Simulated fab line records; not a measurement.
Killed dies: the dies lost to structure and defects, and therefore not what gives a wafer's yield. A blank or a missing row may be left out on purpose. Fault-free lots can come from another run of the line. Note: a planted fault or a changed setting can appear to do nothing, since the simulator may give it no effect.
A lot that was struck, set against a sound lot || flow n5-finfet || 37 steps out of a route of 1938
Sound: wafers L923.2, L923.4, L923.6. Struck: wafers L919.4, L919.5, L919.6. The cause is named last.
Each step with rows lists, per side, the tool, then ch with its chambers, then its first start. Under that, the readings that differ: sound wafers || struck wafers || difference of the means || sigmas: that difference in standard deviations of wafers without a fault.
alike: readings with means less than 2 such deviations apart, plus words and numbers identical on both sides. not compared: withheld readings, readings lacking a value on some wafer, bounds such as >300 that could conceal the same value, and numbers that have no deviation in the record and whose values overlap.
The two part at a step that has a row with sigmas, a row that says differs or no value, or rows on one side only. Numbers that don't overlap but have no deviation are shown without sigmas and don't part them. A reading missing from all wafers of one side parts the sides only when that side holds two or more wafers.

first, 9 steps without rows for these wafers: N5_WELL_APT_HMDS_18 (time 60 s); N5_WELL_APT_COAT_19 (resist thk 950 nm); N5_WELL_APT_EBR_21; N5_WELL_APT_SOFTBAKE_20 (time 60 s); N5_WELL_APT_EXPOSE_22 (exposes mask PWELL, defocus 0 nm, target cd 200 nm); N5_WELL_APT_PEB_23 (peb time 90 s); N5_WELL_APT_DEVELOP_24 (develop time 45 s); N5_WELL_APT_HARDBAKE_29 (time 120 s); N5_WELL_APT_DESCUM_30 (chemistry O2, time 7.9 s).
N5_WELL_APT_IMPLANT_31:
  sound on implanter-01 ch 0, day 6 08:55; struck on implanter-01, day 5 09:41
  no value came back on the struck wafers for beam-energy-keV, beam-on-s (s); on the sound wafers beam-energy-keV reads 59.996 60.000 59.993
then, 25 steps without rows for these wafers: N5_WELL_APT_IMPLANT_32; N5_WELL_APT_STRIP_33 (strips in SPM, time 900 s); N5_WELL_APT_RTA_34 (time 10 s); N5_WELL_APT_OXIDE_STRIP_42 (strips SiO2 in dHF, time 45 s, target depth 12 nm); N5_WELL_APT_PRECLEAN_36 (cleans in O3/DIW, time 45 s); N5_WELL_APT_PRECLEAN_39 (cleans in dHF, time 60 s); N5_WELL_APT_SRD_37 (time 30 s); N5_WELL_APT_EPI_41 (deposits Si from SiH4/H2, target thk 50 nm, time 297.7 s); N5_PMOS_HMC_CHANNEL_EPI_HM_DEP_34 (deposits SiO2 from TEOS/O2, target thk 36 nm, time 6.9 s); N5_PMOS_HMC_CHANNEL_EPI_COAT_31 (time 60 s, resist thk 66 nm); N5_PMOS_HMC_CHANNEL_EPI_COAT_03 (resist thk 205 nm); N5_PMOS_HMC_CHANNEL_EPI_EBR_05; N5_PMOS_HMC_CHANNEL_EPI_SOFTBAKE_04 (time 60 s); N5_PMOS_HMC_CHANNEL_EPI_EXPOSE_06 (exposes mask PMOS HMC BLK, target cd 240 nm); N5_PMOS_HMC_CHANNEL_EPI_PEB_07 (peb time 60 s); N5_PMOS_HMC_CHANNEL_EPI_DEVELOP_08 (develop time 30 s); N5_PMOS_HMC_CHANNEL_EPI_DESCUM_14 (chemistry O2, time 7.9 s); N5_PMOS_HMC_CHANNEL_EPI_ETCH_32 (etches BARC in N2/H2, stops on SiO2, target depth 85.8 nm, time 50.3 s); N5_PMOS_HMC_CHANNEL_EPI_HM_OPEN_15 (chemistry CHF3/O2, target SiO2, target depth 40.6 nm, time 20.3 s); N5_PMOS_HMC_CHANNEL_EPI_STRIP_33 (strips in N2/H2); N5_PMOS_HMC_CHANNEL_EPI_STRIP_17 (strips in SPM, time 750 s); N5_PMOS_HMC_CHANNEL_EPI_ETCH_38 (etches SiO2 in CF4, target depth 1.5 nm); N5_PMOS_HMC_CHANNEL_EPI_FIN_RECESS_16 (chemistry HBr/Cl2, target Si, target depth 54 nm, time 18 s); N5_PMOS_HMC_CHANNEL_EPI_PRECLEAN_36 (cleans in O3/DIW, time 45 s); N5_PMOS_HMC_CHANNEL_EPI_PRECLEAN_18 (cleans in DHF, time 30 s).
-- record jumps: 6 days separate the struck wafers' starts on either side; left off in module PMOS_HMC_CHANNEL_EPI, taken up again in module BEOL_M4, whose first shown step is the route's number 1111 --
N5_BEOL_M4_RC_MEAS_101:
  sound on prober-01 ch 0, day 13 08:54; struck on prober-02 ch 0, day 11 21:13
{"reading": "DIBL_N (mV/V)", "sound": "40.0 36.0 36.9", "struck": "31.2 33.9 33.3", "difference": -4.8, "sigmas": -3}
{"reading": "RS_PWELL (ohm/sq)", "sound": "3002 3024 3003", "struck": "22636 22323 22606", "difference": "+19512", "sigmas": "+99 or more"}
  alike: DIBL_P, IOFF_N, IOFF_P, ION_N, ION_P, SS_N, SS_P, VT_N, VT_P
N5_PASSIVATION_PROBE_49:
  the record holds rows for the sound wafers here (prober-02, day 17 20:22) but none for the struck ones

== WHERE THEY PART ==
At N5_WELL_APT_IMPLANT_31 first; at N5_PASSIVATION_PROBE_49 last (within this record only).

WHY: whatever the simulator had introduced
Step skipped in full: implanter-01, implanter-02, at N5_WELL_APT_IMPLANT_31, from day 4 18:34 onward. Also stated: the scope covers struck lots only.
